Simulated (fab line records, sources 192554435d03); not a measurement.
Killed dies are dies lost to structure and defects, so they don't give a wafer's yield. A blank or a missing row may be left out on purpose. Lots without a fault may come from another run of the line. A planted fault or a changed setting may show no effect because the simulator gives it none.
Which tool did it? | flow n5_finfet | 22 lots, 66 wafers sampled, at 5 steps of a route of 1938

WHAT THE GAUGES READ, wafer by wafer
N5_BEOL_M0_CUTY_INSPECT_59: inspects for defects (macro).
lot  | measured     | on                | raw_defect_count
L075 | day 6 00:11  | defect_inspect-01 | 2 4 5
L077 | day 6 14:44  | defect_inspect-02 | 4 5 5
L078 | day 6 21:01  | defect_inspect-01 | 4 0 0
L079 | day 7 04:13  | defect_inspect-02 | 1 3 1
L080 | day 7 06:02  | defect_inspect-01 | 2 0 0
L081 | day 7 16:07  | defect_inspect-01 | 2 2 2
L082 | day 7 22:11  | defect_inspect-01 | 3 2 0
L083 | day 8 00:57  | defect_inspect-02 | 4 2 2
L084 | day 8 13:45  | defect_inspect-01 | 2 4 1
L085 | day 8 16:10  | defect_inspect-02 | 0 2 1
L086 | day 8 23:43  | defect_inspect-01 | 1 5 2
L087 | day 9 04:28  | defect_inspect-01 | 0 4 2
L088 | day 9 08:04  | defect_inspect-02 | 2 1 0
L089 | day 9 17:42  | defect_inspect-01 | 1 2 1
L090 | day 9 19:39  | defect_inspect-02 | 5 0 1
L091 | day 10 01:51 | defect_inspect-02 | 2 5 2
L092 | day 10 06:02 | defect_inspect-02 | 0 0 1
L093 | day 10 11:05 | defect_inspect-01 | 3 2 0
L094 | day 10 17:16 | defect_inspect-01 | 2 3 6
L095 | day 11 01:16 | defect_inspect-01 | 2 1 1
L096 | day 11 04:31 | defect_inspect-02 | 2 2 6
L097 | day 11 08:19 | defect_inspect-01 | 4 5 1

WHICH TOOL RAN EACH LOT (tool, then ch and the chambers of the sampled wafers, then the start)
lot  | N5_BEOL_M0_SAQP_SPACER1_ALD_98    | N5_BEOL_M0_SAQP_ETCH_107           | N5_BEOL_M0_SAQP_DESCUM_45          | N5_BEOL_M0_SAQP_ETCH_73
L075 | ald_sin-02 ch 0,1,3, day 5 19:32  | rie_diel-04 ch 0,2,3, day 5 20:59  | rie_diel-04 ch 0,2,3, day 5 22:49  | rie_diel-04 ch 0,2,3, day 5 22:52
L077 | ald_sin-03 ch 0,1, day 6 09:38    | rie_diel-02 ch 0,1,2, day 6 11:05  | rie_diel-02 ch 0,2,3, day 6 12:38  | rie_diel-02 ch 0,2,3, day 6 12:41
L078 | ald_sin-03 ch 1,2, day 6 16:51    | rie_diel-05 ch 0,1,3, day 6 18:22  | rie_diel-05 ch 2,3, day 6 19:47    | rie_diel-05 ch 2,3, day 6 19:50
L079 | ald_sin-02 ch 1,2,3, day 6 23:28  | rie_diel-02 ch 0,1,2, day 7 01:05  | rie_diel-05 ch 0,1,3, day 7 02:30  | rie_diel-05 ch 0,1,3, day 7 02:34
L080 | ald_sin-03 ch 0,1, day 7 00:56    | rie_diel-02 ch 0,1,2, day 7 02:29  | rie_diel-05 ch 1,2,3, day 7 04:10  | rie_diel-05 ch 1,2,3, day 7 04:13
L081 | ald_sin-02 ch 0,1,2, day 7 11:46  | rie_diel-02 ch 0,3, day 7 13:20    | rie_diel-02 ch 0,2, day 7 14:45    | rie_diel-02 ch 0,2, day 7 14:48
L082 | ald_sin-04 ch 1,2, day 7 16:52    | rie_diel-02 ch 0,2,3, day 7 18:53  | rie_diel-04 ch 1,3, day 7 20:28    | rie_diel-04 ch 1,3, day 7 20:31
L083 | ald_sin-02 ch 2,3, day 7 20:43    | rie_diel-02 ch 0,2,3, day 7 22:10  | rie_diel-02 ch 0,3, day 7 23:42    | rie_diel-02 ch 0,3, day 7 23:45
L084 | ald_sin-02 ch 0,2, day 8 06:14    | rie_diel-05 ch 1,3, day 8 07:48    | rie_diel-02 ch 0,2, day 8 12:12    | rie_diel-02 ch 0,2, day 8 12:15
L085 | ald_sin-03 ch 1,2,3, day 8 10:02  | rie_diel-05 ch 0,2, day 8 11:29    | rie_diel-02 ch 0,2,3, day 8 13:34  | rie_diel-02 ch 0,2,3, day 8 13:37
L086 | ald_sin-03 ch 1,3, day 8 17:25    | rie_diel-04 ch 1,2,3, day 8 18:51  | rie_diel-05 ch 0,3, day 8 20:30    | rie_diel-05 ch 0,3, day 8 20:34
L087 | ald_sin-03 ch 0,2, day 8 23:14    | rie_diel-04 ch 1,3, day 9 00:54    | rie_diel-05 ch 0,1,3, day 9 02:34  | rie_diel-05 ch 0,1,3, day 9 02:37
L088 | ald_sin-02 ch 0,3, day 9 03:29    | rie_diel-02 ch 1,2,3, day 9 05:00  | rie_diel-02 ch 2,3, day 9 06:32    | rie_diel-02 ch 2,3, day 9 06:36
L089 | ald_sin-03 ch 0,1,3, day 9 12:13  | rie_diel-02 ch 1,2,3, day 9 13:43  | rie_diel-02 ch 0,2,3, day 9 15:12  | rie_diel-02 ch 0,2,3, day 9 15:15
L090 | ald_sin-04 ch 1,2, day 9 14:52    | rie_diel-04 ch 2,3, day 9 16:44    | rie_diel-04 ch 2,3, day 9 18:18    | rie_diel-04 ch 2,3, day 9 18:21
L091 | ald_sin-03 ch 1,2,3, day 9 20:58  | rie_diel-05 ch 0,2,3, day 9 22:26  | rie_diel-04 ch 2,3, day 10 00:10   | rie_diel-04 ch 2,3, day 10 00:14
L092 | ald_sin-02 ch 1,3, day 10 01:30   | rie_diel-02 ch 0,2,3, day 10 02:56 | rie_diel-02 ch 1,3, day 10 04:48   | rie_diel-02 ch 1,3, day 10 04:51
L093 | ald_sin-02 ch 0,1,3, day 10 06:28 | rie_diel-04 ch 0,2, day 10 08:05   | rie_diel-02 ch 1,2,3, day 10 09:44 | rie_diel-02 ch 1,2,3, day 10 09:47
L094 | ald_sin-03 ch 0,1, day 10 12:54   | rie_diel-05 ch 1,2, day 10 14:25   | rie_diel-02 ch 2,3, day 10 15:53   | rie_diel-02 ch 2,3, day 10 15:56
L095 | ald_sin-04 ch 0,1,3, day 10 20:46 | rie_diel-04 ch 0,2, day 10 22:18   | rie_diel-02 ch 0,2,3, day 10 23:43 | rie_diel-02 ch 0,2,3, day 10 23:46
L096 | ald_sin-04 ch 1,2,3, day 10 23:52 | rie_diel-02 ch 0,1,2, day 11 01:18 | rie_diel-05 ch 1,2,3, day 11 03:10 | rie_diel-05 ch 1,2,3, day 11 03:13
L097 | ald_sin-02 ch 0,3, day 11 03:35   | rie_diel-05 ch 0,1, day 11 05:04   | rie_diel-02 ch 0,1, day 11 07:05   | rie_diel-02 ch 0,1, day 11 07:09
- N5_BEOL_M0_SAQP_SPACER1_ALD_98: deposits SiO2, target thk 12.8 nm, pulse time 1 s, purge time 2 s.
- N5_BEOL_M0_SAQP_ETCH_107: etches SiNx in CH3F/O2, target depth 30 nm.
- N5_BEOL_M0_SAQP_DESCUM_45: chemistry O2, time 7 s.
- N5_BEOL_M0_SAQP_ETCH_73: etches SiARC in CF4, target depth 19.5 nm, time 32.5 s.

WHAT THE TOOLS THEMSELVES READ (means of the sampled wafers that have a number; where no wafer has one, the mark that the record gives instead)
N5_BEOL_M0_SAQP_SPACER1_ALD_98.
lot  | tool       | heater_power_w (W) | precursor_pulse_height_rel
L075 | ald_sin-02 | 497                | 0.995
L077 | ald_sin-03 | 485                | 0.999
L078 | ald_sin-03 | 463                | 1.008
L079 | ald_sin-02 | 485                | 1.003
L080 | ald_sin-03 | 443                | 1.008
L081 | ald_sin-02 | 516                | 1.006
L082 | ald_sin-04 | 443                | 0.993
L083 | ald_sin-02 | 448                | 0.994
L084 | ald_sin-02 | 479                | 1.012
L085 | ald_sin-03 | 459                | 0.994
L086 | ald_sin-03 | 518                | 0.987
L087 | ald_sin-03 | 400                | 1.026
L088 | ald_sin-02 | 428                | 0.977
L089 | ald_sin-03 | 489                | 1.007
L090 | ald_sin-04 | 473                | 1.011
L091 | ald_sin-03 | 463                | 1.001
L092 | ald_sin-02 | 486                | 0.992
L093 | ald_sin-02 | 480                | 1.016
L094 | ald_sin-03 | 453                | 0.993
L095 | ald_sin-04 | 464                | 0.983
L096 | ald_sin-04 | 466                | 1.012
L097 | ald_sin-02 | 467                | 1.029

N5_BEOL_M0_SAQP_ETCH_107.
lot  | tool        | drypump_motor_current_A (A) | oes_product_au (a.u.) | rf_vpp_V (V) | showerhead_plenum_p_Torr (Torr) | throttle_valve_pct (%)
L075 | rie_diel-04 | 5.5                         | 0.69                  | 298          | 2.01                            | 16.50
L077 | rie_diel-02 | 6.0                         | 0.75                  | 295          | 1.96                            | 16.55
L078 | rie_diel-05 | 5.8                         | 0.77                  | 294          | 1.97                            | 16.22
L079 | rie_diel-02 | 6.0                         | 0.75                  | 295          | 1.96                            | 16.57
L080 | rie_diel-02 | 6.0                         | 0.74                  | 294          | 1.96                            | 16.57
L081 | rie_diel-02 | 6.0                         | 0.75                  | 294          | 1.96                            | 16.44
L082 | rie_diel-02 | 6.1                         | 0.76                  | 293          | 1.97                            | 16.49
L083 | rie_diel-02 | 6.1                         | 0.77                  | 294          | 1.97                            | 16.50
L084 | rie_diel-05 | 6.1                         | 0.79                  | 295          | 1.92                            | 16.22
L085 | rie_diel-05 | 5.8                         | 0.78                  | 293          | 2.03                            | 16.29
L086 | rie_diel-04 | 5.5                         | 0.76                  | 295          | 2.09                            | 16.24
L087 | rie_diel-04 | 5.4                         | 0.76                  | 295          | 2.09                            | 16.22
L088 | rie_diel-02 | 6.4                         | 0.84                  | 295          | 2.00                            | 16.44
L089 | rie_diel-02 | 6.5                         | 0.83                  | 295          | 2.00                            | 16.46
L090 | rie_diel-04 | 5.6                         | 0.76                  | 295          | 2.08                            | 16.30
L091 | rie_diel-05 | 6.1                         | 0.79                  | 296          | 1.98                            | 16.29
L092 | rie_diel-02 | 6.1                         | 0.86                  | 295          | 2.04                            | 16.36
L093 | rie_diel-04 | 5.6                         | 0.78                  | 299          | 2.05                            | 16.44
L094 | rie_diel-05 | 6.2                         | 0.83                  | 289          | 1.95                            | 16.30
L095 | rie_diel-04 | 5.5                         | 0.86                  | 298          | 2.05                            | 16.42
L096 | rie_diel-02 | 6.0                         | 0.89                  | 295          | 2.03                            | 16.29
L097 | rie_diel-05 | 5.5                         | 0.72                  | 293          | 2.01                            | 16.32

N5_BEOL_M0_SAQP_DESCUM_45.
lot  | tool        | drypump_motor_current_A (A) | oes_product_au (a.u.) | rf_vpp_V (V) | showerhead_plenum_p_Torr (Torr) | throttle_valve_pct (%)
L075 | rie_diel-04 | 5.5                         | 0.69                  | 243.0        | 2.10                            | 20.57
L077 | rie_diel-02 | 6.1                         | 0.78                  | 242.8        | 2.06                            | 20.51
L078 | rie_diel-05 | 6.4                         | 0.90                  | 242.5        | 2.05                            | 20.37
L079 | rie_diel-05 | 5.8                         | 0.77                  | 242.8        | 2.07                            | 20.32
L080 | rie_diel-05 | 6.1                         | 0.84                  | 242.4        | 2.04                            | 20.33
L081 | rie_diel-02 | 5.6                         | 0.75                  | 242.8        | 2.01                            | 20.52
L082 | rie_diel-04 | 5.5                         | 0.87                  | 244.5        | 2.22                            | 20.17
L083 | rie_diel-02 | 6.0                         | 0.75                  | 242.5        | 2.05                            | 20.46
L084 | rie_diel-02 | 6.2                         | 0.79                  | 243.1        | 2.06                            | 20.59
L085 | rie_diel-02 | 6.1                         | 0.76                  | 243.2        | 2.05                            | 20.53
L086 | rie_diel-05 | 5.7                         | 0.74                  | 243.2        | 2.11                            | 20.33
L087 | rie_diel-05 | 5.8                         | 0.75                  | 242.8        | 2.06                            | 20.34
L088 | rie_diel-02 | 6.6                         | 0.79                  | 242.9        | 2.09                            | 20.53
L089 | rie_diel-02 | 6.1                         | 0.87                  | 243.7        | 2.14                            | 20.40
L090 | rie_diel-04 | 5.6                         | 0.76                  | 245.1        | 2.18                            | 20.38
L091 | rie_diel-04 | 5.5                         | 0.84                  | 244.6        | 2.22                            | 20.28
L092 | rie_diel-02 | 6.3                         | 0.87                  | 243.3        | 2.05                            | 20.33
L093 | rie_diel-02 | 6.5                         | 0.84                  | 242.3        | 2.07                            | 20.47
L094 | rie_diel-02 | 6.7                         | 0.80                  | 242.5        | 2.09                            | 20.62
L095 | rie_diel-02 | 6.1                         | 0.85                  | 243.3        | 2.13                            | 20.42
L096 | rie_diel-05 | 6.2                         | 0.80                  | 241.6        | 2.02                            | 20.39
L097 | rie_diel-02 | 5.4                         | 0.95                  | 243.9        | 2.16                            | 20.13

N5_BEOL_M0_SAQP_ETCH_73.
lot  | tool        | drypump_motor_current_A (A) | etch_rf_on_time_s (s) | oes_product_au (a.u.) | rf_vpp_V (V) | showerhead_plenum_p_Torr (Torr) | throttle_valve_pct (%)
L075 | rie_diel-04 | 5.5                         | 32.5                  | 0.59                  | 184.2        | 2.15                            | 15.75
L077 | rie_diel-02 | 6.1                         | 32.9                  | 0.66                  | 184.3        | 2.11                            | 15.74
L078 | rie_diel-05 | 6.4                         | 32.9                  | 0.76                  | 183.9        | 2.10                            | 15.51
L079 | rie_diel-05 | 5.8                         | 32.3                  | 0.66                  | 182.6        | 2.12                            | 15.50
L080 | rie_diel-05 | 6.1                         | 32.7                  | 0.71                  | 183.1        | 2.09                            | 15.50
L081 | rie_diel-02 | 5.6                         | 32.5                  | 0.64                  | 183.0        | 2.07                            | 15.78
L082 | rie_diel-04 | 5.4                         | 32.6                  | 0.75                  | 185.8        | 2.25                            | 15.29
L083 | rie_diel-02 | 5.9                         | 32.6                  | 0.63                  | 183.1        | 2.10                            | 15.72
L084 | rie_diel-02 | 6.2                         | 33.1                  | 0.66                  | 183.9        | 2.12                            | 15.84
L085 | rie_diel-02 | 6.1                         | 33.1                  | 0.64                  | 182.8        | 2.11                            | 15.78
L086 | rie_diel-05 | 5.8                         | 32.0                  | 0.63                  | 184.5        | 2.16                            | 15.54
L087 | rie_diel-05 | 5.8                         | 32.8                  | 0.64                  | 184.3        | 2.11                            | 15.53
L088 | rie_diel-02 | 6.5                         | 33.2                  | 0.67                  | 183.4        | 2.14                            | 15.78
L089 | rie_diel-02 | 6.1                         | 32.6                  | 0.74                  | 185.1        | 2.19                            | 15.63
L090 | rie_diel-04 | 5.6                         | 32.5                  | 0.65                  | 185.0        | 2.23                            | 15.51
L091 | rie_diel-04 | 5.6                         | 32.6                  | 0.71                  | 185.4        | 2.25                            | 15.35
L092 | rie_diel-02 | 6.3                         | 33.3                  | 0.72                  | 183.3        | 2.12                            | 15.57
L093 | rie_diel-02 | 6.5                         | 33.1                  | 0.70                  | 183.4        | 2.14                            | 15.72
L094 | rie_diel-02 | 6.6                         | 33.1                  | 0.67                  | 183.9        | 2.16                            | 15.86
L095 | rie_diel-02 | 6.1                         | 32.4                  | 0.72                  | 184.5        | 2.19                            | 15.64
L096 | rie_diel-05 | 6.1                         | 32.8                  | 0.68                  | 183.0        | 2.08                            | 15.56
L097 | rie_diel-02 | 5.4                         | 32.0                  | 0.81                  | 184.2        | 2.22                            | 15.35

THE ANSWER, worked out from the rows above alone
Rule: what is usual is taken from the lots themselves. Put in order of their means at a reading, lots are off if they are a third of the lots or fewer, leave a main group of 4 or more, and stand apart from it by a gap of 3 or more times the standard deviation of the main group's means; of several such gaps the widest counts. A main group whose means are all the same, to the digits that the tables above print for the reading, isn't used. A lot without any number at a reading at which 4 lots or more have one is off too. The other lots that the step has rows for count as sound. The gauges are gone through in route order, then the tools' own readings, and for those a lot's mean is taken as printed above. The first step at which some lot is off is used, and at that step the reading that is off furthest; a lot without a number counts as furthest.
No lot is off at any reading shown: from this, nothing can be told.

WHAT THE SIMULATOR HAD PUT IN
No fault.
